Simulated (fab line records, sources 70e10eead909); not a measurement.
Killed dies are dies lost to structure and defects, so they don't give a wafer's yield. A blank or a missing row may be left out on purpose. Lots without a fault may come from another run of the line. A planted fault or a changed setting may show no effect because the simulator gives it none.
Chamber matching | flow nand_harc | NHARC_A_WL_FILL_ALD_02 on ald_metal-02: 4 sister chambers
The step deposits TiN, target thk 2 nm, pulse time 3 s, ald cycles 100. 16 wafers are shown with their chamber, then 8 later ones without.

WAFERS WITH THEIR CHAMBER
wafer  | chamber | heater_power_w (W) | precursor_pulse_height_rel
L074.1 | 0       | 1020               | 0.998
L074.2 | 1       | 1093               | 1.014
L074.5 | 3       | 1124               | 1.020
L076.3 | 0       | 992                | 0.984
L076.4 | 1       | 1089               | 0.975
L076.5 | 0       | 999                | 0.999
L079.1 | 0       | 994                | 0.990
L079.3 | 3       | 1167               | 1.004
L079.4 | 2       | 1081               | 0.976
L081.1 | 2       | 1069               | 1.019
L081.2 | 3       | 1103               | 0.983
L081.3 | 0       | 1006               | 1.015
L083.2 | 3       | 1146               | 0.971
L083.4 | 0       | 978                | 1.010
L083.6 | 3       | 1119               | 0.996
L088.1 | 1       | 1089               | 1.010

SIGNATURES (means of the wafers above)
reading                    | chamber 0 | chamber 1 | chamber 2 | chamber 3 | scatter within a chamber
heater_power_w             | 998.17    | 1090.33   | 1075.00   | 1131.80   | 17.3
precursor_pulse_height_rel | 0.99933   | 0.99967   | 0.99750   | 0.99480   | 0.0182
Rule: a wafer's distance from a chamber is the root of the sum, over the readings, of the square of ((its reading less the chamber's mean) divided by the reading's scatter). The wafer belongs to the nearest chamber; if the next one is less than 2 further off, it can't be placed. The scatter: the root of (the sum of the squares of (reading less its chamber's mean) over the shown wafers, divided by (wafers less chambers)).

WAFERS WITHOUT THEIR CHAMBER
wafer  | heater_power_w (W) | precursor_pulse_height_rel
L088.4 | 1149               | 1.004
L088.5 | 1003               | 1.030
L090.3 | 1090               | 0.993
L090.4 | 942                | 1.008
L090.5 | 1104               | 0.961
L097.3 | 1123               | 0.989
L097.4 | 1107               | 0.978
L097.6 | 1081               | 1.003

WHICH CHAMBER EACH WENT THROUGH
wafer  | from the rows above          | in truth
L088.4 | 3                            | 3
L088.5 | 0                            | 0
L090.3 | can't be placed: 1 or 2      | 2
L090.4 | 0                            | 0
L090.5 | can't be placed: 1 or 3 or 2 | 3
L097.3 | can't be placed: 3 or 1      | 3
L097.4 | can't be placed: 1 or 3 or 2 | 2
L097.6 | can't be placed: 2 or 1      | 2
Placed correctly: 3 of 8. Can't be placed from these rows: 5 (the true chamber is among the candidates in 5). Placed wrongly: 0.
